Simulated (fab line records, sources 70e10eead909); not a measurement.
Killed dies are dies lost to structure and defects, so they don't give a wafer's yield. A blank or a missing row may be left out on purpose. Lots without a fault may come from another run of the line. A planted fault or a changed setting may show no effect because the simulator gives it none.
fab line records | flow nand_harc
record lots=12 wafers=36 last_day=34
route steps=1302 shown A_STAIRCASE@830 END@1302
lots that met no fault: from a run of the same line without faults
start_h: hours from the record's first day to the start of the lot's first wafer shown | wait_h: hours since the lot's step before | " the same as in the row above | L1.1+2: a row that stands for several wafers | - no value, or no start given | * or withheld: withheld | < > ~ a bound
route shown NAME@n: a module of which the file shows steps, and the number in the route of the first | usual: mean/standard deviation of fault-free wafers | same: alike in all rows | chamber/n: place in a boat | sites: the reading at each site | _std_site: their standard deviation | _edge_site: outer sites' mean less inner sites' | radius_mm: how far each site lies from the wafer's centre | mask NAME#n: copy n | behind: the tool/chamber that last shaped the wafer | hold: why the lot was held/for how many hours/how that ended | device: the transistor (n, p or np) that didn't switch | end of line: the same wafers' tests at the end of the route | a step without rows: its recipe alone | killed: dies lost to structure and defects at the first sort, not the wafer's yield | map: a wafer's dies, x killed, . not, _ none there
set.NAME: the setting as run; set.NAME@STEP: as run at that earlier step | model.NAME: the simulator's own value behind a step, which no gauge read
steps of the route over a sample of lots; a table a step, a row a wafer
services: from which hour (start_h, from the record's first day; less than 0 if before it) a tool's chamber was out of use, for how many hours, and why
## steps
# step NHARC_A_STAIRCASE_DESCUM_312
# recipe time_s=3 o2_flow_sccm=200 ar_flow_sccm=0 bias_power_w=0 chemistry=O2
# usual drypump_motor_current_A=5.76/0.25 oes_product_au=1.002/0.0094 rf_vpp_V=57.7/0.86 showerhead_plenum_p_Torr=1.88/0.088 throttle_valve_pct=11.310/0.0093
# same time_s=3
# columns lot.wafer tool chamber start_h wait_h drypump_motor_current_A oes_product_au rf_hours_counter_h rf_vpp_V showerhead_plenum_p_Torr throttle_valve_pct
L533.4 rie_diel-08 3 382.42 - 5.89 1.001 0 57.7 1.87 11.304
L533.6 " 2 " " 5.86 1.010 - 58.7 1.82 11.295
L533.5 " 3 " " 5.91 1.008 - 55.1 1.87 11.310
L535.1 rie_diel-01 3 394.46 - 5.67 0.996 0 57.2 1.84 11.299
L535.2 " 2 " " 6.12 0.984 0 56.9 1.83 11.291
L535.5 " 2 " " 6.11 1.002 - 58.2 1.83 11.305
L540.1 rie_diel-08 2 435.52 - 5.85 0.995 22 57.5 1.81 11.304
L540.3 " 0 " " 5.75 0.994 22 56.6 1.77 11.324
L540.5 " 3 " " 5.94 1.010 - 58.0 1.86 11.314
L546.1 rie_diel-01 3 510.21 - 5.68 1.014 44 57.6 1.83 11.306
L546.5 " 1 " " 6.09 1.014 - 57.1 1.87 11.304
L546.6 " 2 " " 6.11 0.997 - 57.5 1.81 11.300
L547.3 rie_diel-08 3 532.49 - 5.92 0.994 49 56.1 1.85 11.316
L547.5 " 2 " " 5.87 1.002 - 57.4 1.80 11.317
L547.6 " 3 " " 5.89 1.009 - 57.4 1.85 11.293
L548.1 rie_diel-10 2 534.76 - 5.19 1.007 33 57.7 1.91 11.300
L548.3 " 3 " " 5.98 1.002 31 57.5 1.91 11.316
L548.5 " 0 " " 5.85 1.004 - 58.6 1.88 11.304
L549.2 rie_diel-10 2 543.67 - 5.17 1.007 36 56.2 1.91 11.308
L549.1 " 1 " " 5.60 0.991 35 59.5 2.06 11.305
L549.6 " 3 " " 6.02 0.999 - 57.8 1.91 11.310
L552.2 rie_diel-10 0 580.65 - 5.82 0.999 46 56.5 1.87 11.318
L552.5 " 1 " " 5.60 1.012 - 58.6 2.06 11.329
L552.6 " 2 " " 5.22 1.014 - 57.9 1.90 11.326
L554.3 rie_diel-08 0 580.65 - 5.77 1.003 7 57.4 2.07 11.318
L554.1 " 1 " " 5.48 1.014 8 59.0 2.03 11.316
L554.6 " 0 " " 5.75 1.010 - 57.9 2.07 11.301
L553.4 rie_diel-10 3 582.70 - 5.99 0.997 49 59.0 1.90 11.312
L553.2 " 1 " " 5.58 1.005 51 58.3 2.06 11.320
L553.5 " 0 " " 5.86 1.003 - 57.4 1.87 11.310
L555.1 rie_diel-08 1 599.30 - 5.50 1.002 16 58.5 2.03 11.311
L555.2 " 2 " " 5.84 0.997 14 56.9 1.80 11.303
L555.3 " 0 " " 5.74 0.993 15 58.0 2.07 11.294
L556.3 rie_diel-01 3 626.66 - 5.64 0.980 21 57.6 1.82 11.303
L556.2 " 0 " " 5.40 0.996 21 58.0 1.85 11.308
L556.1 " 1 " " 6.07 1.000 26 56.8 1.85 11.317
# step NHARC_A_STAIRCASE_HM_OPEN_463
# recipe o2_flow_sccm=400 cos_flow_sccm=20 ar_flow_sccm=0 rf_w=500 bias_w=300 chemistry=O2/COS
# usual bias_w=300.1/0.87 drypump_motor_current_A=5.75/0.26 oes_product_au=1.001/0.0093 rf_vpp_V=466/3.1 showerhead_plenum_p_Torr=3.08/0.14 throttle_valve_pct=28.331/0.0096
# columns lot.wafer tool chamber start_h wait_h bias_w drypump_motor_current_A oes_product_au rf_hours_counter_h rf_vpp_V showerhead_plenum_p_Torr throttle_valve_pct
L533.4 rie_diel-08 0 - - 301.0 5.75 0.994 0 462 2.92 28.335
L533.5 " 3 " " 300.0 5.94 1.007 - 465 3.05 28.337
L533.6 " 0 " " 300.5 5.76 0.993 - 464 2.92 28.334
L535.1 rie_diel-01 1 - - 299.4 6.09 1.004 0 465 3.07 28.325
L535.2 " 2 " " 299.8 6.13 0.997 0 465 2.99 28.329
L535.5 " 2 " " 299.9 6.11 0.987 - 464 2.99 28.338
L540.3 rie_diel-08 2 - - 299.0 5.85 1.014 22 465 2.96 28.322
L540.1 " 3 " " 300.3 5.91 1.023 19 466 3.04 28.351
L540.5 " 1 " " 299.3 5.50 1.014 - 471 3.33 28.325
L546.1 rie_diel-01 2 - - 300.4 6.11 0.992 39 464 2.97 28.343
L546.6 " 0 " " 301.3 5.52 0.989 - 466 3.04 28.338
L546.5 " 1 " " 299.2 6.08 1.014 - 466 3.05 28.321
L547.3 rie_diel-08 2 - - 299.9 5.84 1.004 52 463 2.95 28.347
L547.5 " 0 " " 299.7 5.77 0.990 - 461 2.89 28.349
L547.6 " 1 " " 299.7 5.47 1.011 - 471 3.31 28.331
L548.3 rie_diel-10 1 - - 300.1 5.61 1.005 33 472 3.36 28.328
L548.1 " 3 " " 299.3 6.02 0.989 32 468 3.11 28.346
L548.5 " 2 " " 300.1 5.16 1.023 - 468 3.12 28.312
L549.2 rie_diel-10 1 - - 299.1 5.65 1.003 35 470 3.35 28.329
L549.1 " 0 " " 302.7 5.83 0.999 32 465 3.06 28.332
L549.6 " 2 " " 300.0 5.19 1.014 - 467 3.12 28.331
L554.1 rie_diel-08 2 - - 300.5 5.84 0.991 5 463 2.94 28.337
L554.3 " 0 " " 300.9 5.73 1.005 7 473 3.37 28.345
L554.6 " 2 " " 301.0 5.87 0.986 - 462 2.94 28.320
L552.2 rie_diel-10 2 - - 301.2 5.17 1.004 53 467 3.11 28.330
L552.6 " 0 " " 300.5 5.82 0.997 - 466 3.06 28.328
L552.5 " 1 " " 299.8 5.62 1.002 - 473 3.35 28.326
L553.4 rie_diel-10 2 - - 299.9 5.20 1.008 53 467 3.11 28.321
L553.2 " 3 " " 300.5 6.00 1.008 49 467 3.10 28.331
L553.5 " 0 " " 300.9 5.83 0.991 - 465 3.06 28.327
L555.1 rie_diel-08 1 - - 300.5 5.47 0.992 16 471 3.30 28.329
L555.2 " 2 " " 299.3 5.85 0.994 14 463 2.94 28.355
L555.3 " 0 " " 299.8 5.75 0.990 15 472 3.37 28.329
L556.3 rie_diel-01 3 - - 301.7 5.65 0.988 21 464 2.98 28.333
L556.1 " 0 " " 300.8 5.50 1.003 21 466 3.02 28.336
L556.2 " 2 " " 300.9 6.12 0.997 27 462 2.95 28.329
# step NHARC_A_STAIRCASE_ALD_415
# recipe target_thk_a=300 pulse_time_s=6 ald_cycles=300 temp_c=300 material=SiO2
# usual heater_power_w=480/73 precursor_pulse_height_rel=1.003/0.02
# columns lot.wafer tool chamber start_h wait_h heater_power_w precursor_pulse_height_rel
L533.4 ald_hk-02 0 384.64 0.3 414 1.009
L533.6 " 3 " " 424 0.969
L533.5 " 0 " " 407 1.065
L535.2 ald_hk-01 2 397.10 0.5 510 1.012
L535.1 " 3 " " 506 1.005
L535.5 " 0 " " 443 1.037
L540.1 ald_hk-03 3 437.83 0.3 518 1.006
L540.3 " 0 " " 491 1.013
L540.5 " 2 " " 647 1.045
L546.1 ald_hk-01 0 512.72 0.5 423 0.981
L546.6 " 2 " " 488 1.016
L546.5 " 3 " " 528 0.999
L547.3 ald_hk-03 3 534.49 0.1 516 0.992
L547.6 " 3 " " 516 0.969
L547.5 " 0 " " 491 1.019
L548.1 ald_hk-03 2 536.83 0.3 653 0.986
L548.3 " 3 " " 525 1.021
L548.5 " 2 " " 631 1.015
L549.1 ald_hk-03 1 546.00 0.5 403 1.020
L549.2 " 2 " " 647 0.984
L549.6 " 3 " " 516 0.992
L552.2 ald_hk-03 2 583.54 1.1 635 0.995
L552.6 " 2 " " 643 0.970
L552.5 " 3 " " 493 1.001
L553.2 ald_hk-02 2 584.82 0.3 580 0.982
L553.4 " 3 " " 437 0.968
L553.5 " 1 " " 413 0.986
L554.1 ald_hk-01 1 585.79 0.1 400 0.997
L554.3 " 0 " " 421 1.014
L554.6 " 1 " " 399 1.014
L555.2 ald_hk-01 0 601.52 0.3 419 1.000
L555.1 " 1 " " 405 1.009
L555.3 " 2 " " 497 1.019
L556.3 ald_hk-01 0 629.13 0.3 426 1.016
L556.1 " 1 " " 403 0.997
L556.2 " 2 " " 488 0.986
# step NHARC_A_STAIRCASE_DEP_325
# recipe target_thk_a=72000 temp_c=400 target_thk_nm=7200 teos_flow_sccm=200 rf_w=500 material=SiO2
# usual heater_power_w=650/71 rf_fwd_power_W=499.5/1.6
# columns lot.wafer tool chamber start_h wait_h heater_power_w rf_fwd_power_W
L533.6 pecvd-01 0 419.31 0.3 655 498.9
L533.5 " 1 " " 534 501.0
L533.4 " 2 " " 634 500.4
L535.2 pecvd-03 2 429.38 0.1 715 498.6
L535.1 " 0 " " 766 499.7
L535.5 " 0 " " 625 498.7
L540.3 pecvd-03 0 464.65 0.1 623 702.4
L540.1 " 2 " " 741 499.4
L540.5 " 2 " " 595 500.1
L546.1 pecvd-03 1 539.00 0.1 679 501.3
L546.5 " 1 " " 567 498.7
L546.6 " 2 " " 612 498.9
L548.1 pecvd-03 2 563.45 0.1 620 500.7
L548.3 " 0 " " 723 497.8
L548.5 " 1 " " 568 500.7
L547.3 pecvd-02 1 563.65 0.3 710 498.7
L547.6 " 2 " " 583 499.7
L547.5 " 1 " " 591 500.6
L549.1 pecvd-03 2 572.92 0.2 637 500.4
L549.2 " 1 " " 668 496.5
L549.6 " 1 " " 549 497.9
L554.3 pecvd-03 2 614.41 0.1 722 499.3
L554.1 " 0 " " 764 500.5
L554.6 " 1 " " 561 497.2
L552.2 pecvd-01 2 614.41 0.1 751 501.2
L552.6 " 2 " " 636 499.0
L552.5 " 0 " " 673 502.4
L553.2 pecvd-02 1 614.47 0.1 629 499.7
L553.4 " 1 " " 567 499.1
L553.5 " 0 " " 633 497.9
L555.1 pecvd-01 1 631.96 0.1 633 498.5
L555.2 " 2 " " 803 501.0
L555.3 " 0 " " 805 498.4
L556.2 pecvd-03 1 656.55 0.1 697 499.6
L556.3 " 2 " " 729 501.7
L556.1 " 0 " " 723 497.5
# step NHARC_END_SORT_01
# recipe temp_c=25
# usual killed_at_array=52/18 killed_at_other=0.6/0.83 killed_at_periphery=4.3/2.8 killed_dies=57/19 killed_open=3.4/2 killed_short=2.5/1.7
# same gross_dies=677
# columns lot.wafer tool chamber start_h wait_h killed_at_array killed_at_other killed_at_periphery killed_dies killed_open killed_short
L533.4 prober-02 0 558.38 3.4 94 1 5 100 3 2
L533.5 prober-02 0 559.16 3.7 83 1 1 85 5 2
L533.6 prober-02 0 559.95 3.9 85 0 8 93 3 3
L535.1 prober-02 0 572.51 2.5 79 0 1 80 4 1
L535.2 prober-02 0 573.30 2.8 83 0 4 87 2 2
L535.5 prober-02 0 575.66 3.6 76 0 5 81 3 4
L540.1 prober-01 0 606.61 2.5 61 0 5 66 6 3
L540.3 prober-01 0 608.24 3.1 55 1 2 58 2 1
L540.5 prober-01 0 609.86 3.7 66 0 2 68 2 5
L546.1 prober-02 0 688.22 2.5 29 1 3 33 5 4
L546.5 prober-02 0 691.41 3.7 18 0 1 19 1 2
L546.6 prober-02 0 692.21 4.0 26 0 1 27 3 0
L547.3 prober-02 0 704.90 3.1 58 1 3 62 0 1
L547.5 prober-02 0 706.50 3.7 74 1 2 77 4 3
L547.6 prober-02 0 707.31 4.0 70 0 2 72 5 1
L549.1 prober-02 0 714.27 2.5 66 0 2 68 2 6
L549.2 prober-02 0 715.08 2.8 72 0 5 77 6 4
L549.6 prober-02 0 718.29 4.0 62 0 5 67 5 3
L548.1 prober-02 0 722.11 2.5 32 0 3 35 2 2
L548.3 prober-02 0 723.73 3.1 42 1 6 49 5 3
L548.5 prober-02 0 725.36 3.8 33 1 3 37 4 1
L554.1 prober-01 0 765.28 2.5 46 2 3 51 1 5
L554.3 prober-01 0 766.87 3.1 42 0 10 52 2 2
L554.6 prober-01 0 769.25 4.0 49 0 6 55 3 2
L553.2 prober-02 0 769.71 2.8 49 1 8 58 8 1
L553.4 prober-02 0 771.32 3.4 43 0 4 47 2 1
L553.5 prober-02 0 772.12 3.7 44 0 9 53 5 1
L552.2 prober-01 0 773.86 2.8 50 1 4 55 2 4
L552.5 prober-01 0 776.25 3.7 64 2 4 70 6 1
L552.6 prober-01 0 777.05 4.0 54 1 1 56 3 2
L555.1 prober-02 0 780.05 2.5 35 0 8 43 3 2
L555.2 prober-02 0 780.86 2.8 25 0 3 28 0 1
L555.3 prober-02 0 781.66 3.1 39 0 4 43 2 2
L556.1 prober-01 0 814.14 2.5 45 0 2 47 2 2
L556.2 prober-01 0 814.95 2.8 44 0 1 45 6 1
L556.3 prober-01 0 815.75 3.1 53 2 3 58 3 4
# killed by level:class
L533.4 A_CHANNEL_HOLE_D1:chamber_film_flake=37 A_CHANNEL_HOLE_D2:chamber_film_flake=33 A_SLIT:chamber_film_flake=14 A_STAIRCASE:chamber_film_flake=5 P_GATE:chamber_film_flake=2 A_WL_FILL:chamber_film_flake=2 P_STI:geometric_particle:short=1 P_M0:geometric_particle:open=1
L533.5 A_CHANNEL_HOLE_D1:chamber_film_flake=30 A_CHANNEL_HOLE_D2:chamber_film_flake=25 A_SLIT:chamber_film_flake=9 A_STAIRCASE:chamber_film_flake=7 A_CONTACT:chamber_film_flake=5 A_WL_FILL:geometric_particle:short=2 A_WL_FILL:chamber_film_flake=2 P_M0:geometric_particle:open=1
L533.6 A_CHANNEL_HOLE_D2:chamber_film_flake=34 A_CHANNEL_HOLE_D1:chamber_film_flake=28 A_SLIT:chamber_film_flake=15 P_GATE:chamber_film_flake=4 P_M0:geometric_particle:open=2 A_WL_FILL:chamber_film_flake=2 A_CONTACT:chamber_film_flake=2 P_M0:geometric_particle:short=1
L535.1 A_CHANNEL_HOLE_D1:chamber_film_flake=40 A_CHANNEL_HOLE_D2:chamber_film_flake=27 A_CONTACT:chamber_film_flake=3 A_BLC:geometric_particle:open=2 A_STAIRCASE:chamber_film_flake=2 A_DECK1_JOINT:geometric_particle:open=1 A_WL_FILL:geometric_particle:short=1 A_WL_FILL:geometric_particle:open=1
L535.2 A_CHANNEL_HOLE_D1:chamber_film_flake=39 A_CHANNEL_HOLE_D2:chamber_film_flake=27 A_CONTACT:chamber_film_flake=4 A_STAIRCASE:chamber_film_flake=3 A_CONTACT:unspecified=3 A_CHANNEL_FILL_D2:geometric_particle:short=2 A_CHANNEL_FILL_D2:chamber_film_flake=2 P_GATE:geometric_particle:open=1
L535.5 A_CHANNEL_HOLE_D2:chamber_film_flake=30 A_CHANNEL_HOLE_D1:chamber_film_flake=26 A_STAIRCASE:chamber_film_flake=5 A_CONTACT:chamber_film_flake=5 A_CHANNEL_FILL_D1:chamber_film_flake=2 P_GATE:geometric_particle:open=1 P_CONTACT:geometric_particle:short=1 A_DECK1_JOINT:geometric_particle:short=1
L540.1 A_CHANNEL_HOLE_D1:chamber_film_flake=34 A_CHANNEL_HOLE_D2:chamber_film_flake=10 A_STAIRCASE:chamber_film_flake=4 A_CONTACT:chamber_film_flake=4 P_GATE:geometric_particle:open=2 P_M0:geometric_particle:open=1 A_ONON_D1:geometric_particle:open=1 A_ONON_D2:geometric_particle:short=1
L540.3 A_CHANNEL_HOLE_D1:chamber_film_flake=34 A_CHANNEL_HOLE_D2:chamber_film_flake=11 A_STAIRCASE:chamber_film_flake=3 P_GATE:chamber_film_flake=2 A_CONTACT:chamber_film_flake=2 A_CHANNEL_HOLE_D1:geometric_particle:open=1 A_DECK1_JOINT:geometric_particle:short=1 A_ONON_D2:geometric_particle:open=1
L540.5 A_CHANNEL_HOLE_D1:chamber_film_flake=33 A_CHANNEL_HOLE_D2:chamber_film_flake=8 A_SLIT:chamber_film_flake=7 A_CONTACT:chamber_film_flake=5 A_ZERO_WELL:chamber_film_flake=4 A_ONON_D2:geometric_particle:short=3 A_ONON_D1:geometric_particle:short=2 P_GATE:geometric_particle:open=1
L546.1 A_CHANNEL_HOLE_D2:chamber_film_flake=12 A_CHANNEL_HOLE_D1:chamber_film_flake=4 A_STAIRCASE:chamber_film_flake=3 A_SLIT:chamber_film_flake=3 A_CHANNEL_FILL_D1:geometric_particle:short=2 P_GATE:geometric_particle:short=1 P_CONTACT:geometric_particle:open=1 P_M0:geometric_particle:open=1
L546.5 A_CHANNEL_HOLE_D2:chamber_film_flake=10 A_CHANNEL_HOLE_D1:chamber_film_flake=2 A_CHANNEL_HOLE_D2:geometric_particle:short=1 A_CHANNEL_FILL_D2:geometric_particle:short=1 A_WL_FILL:geometric_particle:open=1 P_M0:chamber_film_flake=1 A_CHANNEL_FILL_D1:chamber_film_flake=1 A_STAIRCASE:chamber_film_flake=1
L546.6 A_CHANNEL_HOLE_D2:chamber_film_flake=6 A_CHANNEL_HOLE_D1:chamber_film_flake=4 A_SLIT:chamber_film_flake=4 A_CHANNEL_FILL_D1:chamber_film_flake=3 A_STAIRCASE:chamber_film_flake=3 A_CONTACT:chamber_film_flake=2 P_M0:geometric_particle:open=1 A_CONTACT:geometric_particle:open=1
L547.3 A_CHANNEL_HOLE_D1:chamber_film_flake=36 A_CHANNEL_HOLE_D2:chamber_film_flake=9 A_CONTACT:chamber_film_flake=8 P_M2:chamber_film_flake=3 A_STAIRCASE:chamber_film_flake=2 A_SLIT:chamber_film_flake=2 A_ONON_D2:geometric_particle:short=1 THIN_TSV:chamber_film_flake=1
L547.5 A_CHANNEL_HOLE_D1:chamber_film_flake=32 A_CHANNEL_HOLE_D2:chamber_film_flake=17 A_CONTACT:chamber_film_flake=7 A_SLIT:chamber_film_flake=5 A_STAIRCASE:chamber_film_flake=3 P_M2:chamber_film_flake=2 A_ZERO_WELL:chamber_film_flake=2 A_CHANNEL_HOLE_D1:geometric_particle:short=1
L547.6 A_CHANNEL_HOLE_D1:chamber_film_flake=37 A_CHANNEL_HOLE_D2:chamber_film_flake=13 A_CONTACT:chamber_film_flake=7 A_ONON_D1:geometric_particle:open=2 A_ZERO_WELL:chamber_film_flake=2 A_SLIT:chamber_film_flake=2 A_ONON_D2:geometric_particle:open=1 A_CHANNEL_FILL_D2:geometric_particle:open=1
L549.1 A_CHANNEL_HOLE_D1:chamber_film_flake=32 A_SLIT:chamber_film_flake=15 A_CHANNEL_HOLE_D2:chamber_film_flake=6 A_STAIRCASE:chamber_film_flake=4 P_CONTACT:geometric_particle:short=1 A_CHANNEL_HOLE_D1:geometric_particle:open=1 A_CHANNEL_FILL_D1:geometric_particle:open=1 A_CHANNEL_FILL_D1:geometric_particle:short=1
L549.2 A_CHANNEL_HOLE_D1:chamber_film_flake=38 A_SLIT:chamber_film_flake=10 A_CHANNEL_HOLE_D2:chamber_film_flake=10 A_ONON_D2:geometric_particle:open=2 A_ONON_D2:geometric_particle:short=2 A_CHANNEL_FILL_D2:geometric_particle:short=2 P_GATE:chamber_film_flake=2 A_DECK1_JOINT:chamber_film_flake=2
L549.6 A_CHANNEL_HOLE_D1:chamber_film_flake=27 A_SLIT:chamber_film_flake=15 A_CHANNEL_HOLE_D2:chamber_film_flake=8 P_GATE:chamber_film_flake=3 A_STAIRCASE:chamber_film_flake=3 P_M0:geometric_particle:open=1 A_SOURCE_PLATE:geometric_particle:open=1 A_CHANNEL_FILL_D1:geometric_particle:short=1
L548.1 A_SLIT:chamber_film_flake=20 A_M0:chamber_film_flake=4 A_CONTACT:chamber_film_flake=3 A_WL_FILL:chamber_film_flake=2 P_CONTACT:geometric_particle:open=1 P_M0:geometric_particle:open=1 A_WL_FILL:geometric_particle:short=1 A_CONTACT:geometric_particle:short=1
L548.3 A_SLIT:chamber_film_flake=19 A_CHANNEL_HOLE_D1:chamber_film_flake=6 A_CONTACT:chamber_film_flake=4 P_ZERO_WELL:chamber_film_flake=3 A_M0:geometric_particle:open=2 A_CHANNEL_FILL_D2:chamber_film_flake=2 A_WL_FILL:chamber_film_flake=2 A_M0:chamber_film_flake=2
L548.5 A_SLIT:chamber_film_flake=14 A_CONTACT:chamber_film_flake=7 A_CHANNEL_HOLE_D1:chamber_film_flake=3 A_CHANNEL_FILL_D2:chamber_film_flake=3 A_CHANNEL_FILL_D2:geometric_particle:open=2 P_M0:geometric_particle:open=1 A_ONON_D1:geometric_particle:short=1 A_ONON_D2:geometric_particle:open=1
L554.1 A_SLIT:chamber_film_flake=17 A_CHANNEL_HOLE_D1:chamber_film_flake=8 A_STAIRCASE:chamber_film_flake=5 A_M1:chamber_film_flake=4 A_SGD_CUT:chamber_film_flake=3 A_CHANNEL_HOLE_D2:chamber_film_flake=2 P_M0:geometric_particle:open=1 A_ONON_D1:geometric_particle:short=1
L554.3 A_SLIT:chamber_film_flake=17 A_STAIRCASE:chamber_film_flake=11 P_M1:chamber_film_flake=5 A_CHANNEL_HOLE_D1:chamber_film_flake=4 A_M1:chamber_film_flake=3 P_STI:chamber_film_flake=2 A_SGD_CUT:chamber_film_flake=2 P_M0:geometric_particle:open=1
L554.6 A_SLIT:chamber_film_flake=14 A_STAIRCASE:chamber_film_flake=9 A_CHANNEL_HOLE_D1:chamber_film_flake=8 P_M1:chamber_film_flake=5 A_M1:chamber_film_flake=5 A_WL_FILL:chamber_film_flake=3 A_CONTACT:chamber_film_flake=3 A_BLC:geometric_particle:open=2
L553.2 A_SLIT:chamber_film_flake=14 A_CONTACT:chamber_film_flake=9 A_CHANNEL_HOLE_D1:chamber_film_flake=7 A_CHANNEL_HOLE_D2:chamber_film_flake=7 A_STAIRCASE:chamber_film_flake=5 P_GATE:chamber_film_flake=4 P_GATE:geometric_particle:open=1 P_CONTACT:geometric_particle:open=1
L553.4 A_SLIT:chamber_film_flake=13 A_CHANNEL_HOLE_D2:chamber_film_flake=12 A_STAIRCASE:chamber_film_flake=5 A_CONTACT:chamber_film_flake=5 P_GATE:chamber_film_flake=4 A_CHANNEL_HOLE_D1:chamber_film_flake=3 A_ONON_D1:geometric_particle:open=1 A_M0:geometric_particle:open=1
L553.5 A_SLIT:chamber_film_flake=16 A_CHANNEL_HOLE_D2:chamber_film_flake=11 P_GATE:chamber_film_flake=6 A_CONTACT:chamber_film_flake=5 A_CHANNEL_HOLE_D1:chamber_film_flake=2 A_CHANNEL_FILL_D1:chamber_film_flake=2 A_STAIRCASE:chamber_film_flake=2 P_M2:geometric_particle:open=1
L552.2 A_CHANNEL_HOLE_D2:chamber_film_flake=10 A_CONTACT:chamber_film_flake=9 A_SLIT:chamber_film_flake=7 A_STAIRCASE:chamber_film_flake=6 A_SGD_CUT:chamber_film_flake=6 A_CHANNEL_HOLE_D1:chamber_film_flake=4 A_SOURCE_PLATE:geometric_particle:short=2 P_ZERO_WELL:chamber_film_flake=2
L552.5 A_CONTACT:chamber_film_flake=18 A_CHANNEL_HOLE_D2:chamber_film_flake=12 A_CHANNEL_HOLE_D1:chamber_film_flake=9 A_STAIRCASE:chamber_film_flake=6 A_SGD_CUT:chamber_film_flake=5 A_SLIT:chamber_film_flake=3 P_ZERO_WELL:chamber_film_flake=2 A_BLC:chamber_film_flake=2
L552.6 A_CHANNEL_HOLE_D2:chamber_film_flake=13 A_SLIT:chamber_film_flake=9 A_CONTACT:chamber_film_flake=8 A_CHANNEL_HOLE_D1:chamber_film_flake=6 A_STAIRCASE:chamber_film_flake=5 A_SGD_CUT:chamber_film_flake=3 A_M1:chamber_film_flake=3 A_DECK1_JOINT:geometric_particle:open=1
L555.1 A_CHANNEL_HOLE_D2:chamber_film_flake=13 A_SLIT:chamber_film_flake=13 P_GATE:chamber_film_flake=6 A_CONTACT:chamber_film_flake=3 P_M0:geometric_particle:open=1 P_M1:geometric_particle:short=1 A_CHANNEL_HOLE_D1:geometric_particle:open=1 A_WL_FILL:geometric_particle:short=1
L555.2 A_SLIT:chamber_film_flake=14 A_CHANNEL_HOLE_D2:chamber_film_flake=4 P_GATE:chamber_film_flake=2 A_STAIRCASE:chamber_film_flake=2 A_CONTACT:chamber_film_flake=2 A_BLC:geometric_particle:short=1 P_STI:chamber_film_flake=1 A_CHANNEL_HOLE_D1:chamber_film_flake=1
L555.3 A_SLIT:chamber_film_flake=12 A_CHANNEL_HOLE_D2:chamber_film_flake=11 A_CONTACT:chamber_film_flake=5 A_STAIRCASE:chamber_film_flake=5 P_GATE:chamber_film_flake=3 A_CHANNEL_HOLE_D1:chamber_film_flake=2 P_CONTACT:geometric_particle:open=1 A_DECK1_JOINT:geometric_particle:short=1
L556.1 A_CHANNEL_HOLE_D2:chamber_film_flake=13 A_CONTACT:chamber_film_flake=12 A_SLIT:chamber_film_flake=9 A_CHANNEL_HOLE_D1:chamber_film_flake=6 P_M1:geometric_particle:open=1 A_ONON_D1:geometric_particle:open=1 A_CHANNEL_FILL_D1:geometric_particle:short=1 A_M0:geometric_particle:short=1
L556.2 A_CHANNEL_HOLE_D2:chamber_film_flake=13 A_SLIT:chamber_film_flake=9 A_CONTACT:chamber_film_flake=7 A_CHANNEL_HOLE_D1:chamber_film_flake=4 A_BLC:geometric_particle:open=2 A_DECK1_JOINT:chamber_film_flake=2 A_CHANNEL_FILL_D1:geometric_particle:short=1 A_DECK1_JOINT:geometric_particle:open=1
L556.3 A_CHANNEL_HOLE_D2:chamber_film_flake=15 A_SLIT:chamber_film_flake=13 A_CONTACT:chamber_film_flake=12 A_CHANNEL_HOLE_D1:chamber_film_flake=6 A_ONON_D1:geometric_particle:open=2 A_ONON_D1:geometric_particle:short=2 P_ZERO_WELL:chamber_film_flake=2 THIN_TSV:chamber_film_flake=2
## services
# columns tool chamber start_h hours kind
pecvd-03 - 366.59 13.0 pm
rie_diel-08 - 370.53 9.0 pm
pecvd-03 1 380.76 5.9 repair
rie_diel-01 - 382.61 9.0 pm
pecvd-03 - 390.45 2.9 repair
rie_diel-10 1 393.31 7.2 repair
rie_diel-08 3 395.82 5.9 repair
rie_diel-10 - 424.43 9.0 pm
rie_diel-01 2 443.63 9.3 repair
pecvd-03 1 470.53 3.4 repair
ald_hk-01 - 476.02 10.0 pm
rie_diel-01 0 483.12 3.1 repair
pecvd-03 0 537.78 21.3 repair
pecvd-03 - 547.59 13.0 pm
rie_diel-08 - 549.95 9.0 pm
rie_diel-01 - 559.61 9.0 pm
rie_diel-08 3 561.34 3.8 repair
pecvd-03 - 562.38 1.0 repair
rie_diel-08 2 573.35 5.6 repair
ald_hk-03 - 573.54 10.0 pm
rie_diel-10 - 601.44 9.0 pm
ald_hk-03 - 628.89 0.8 repair
rie_diel-01 1 638.78 4.6 repair
ald_hk-01 - 655.55 10.0 pm
## key
first_sign step=NHARC_A_STAIRCASE_DEP_325 reading=rf_fwd_power_W direction=up sigmas=99+ usual=* struck=*
effect none on later readings
met_at NHARC_A_STAIRCASE_DEP_325
struck_lots L540
struck_wafers L540.3
tester_left_out L540
not_acting_at NHARC_A_STAIRCASE_DESCUM_312,NHARC_A_STAIRCASE_HM_OPEN_463,NHARC_A_STAIRCASE_ALD_415
onset_between 429.38 464.65
fault kind=process_parameter_drift tool=pecvd-03 chamber=0 onset_h=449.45 steps=NHARC_A_STAIRCASE_DEP_325 channel=rf_w offset=* shape=step end_h=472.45 acts_in=* stated=*
# tester_left_out: of these lots the tester's yield and bins aren't shown, on N5 and GAA mostly nor the transistor test; their killed dies are dies lost to structure and defects alone, not to doping, threshold or leakage, so they don't give the yield
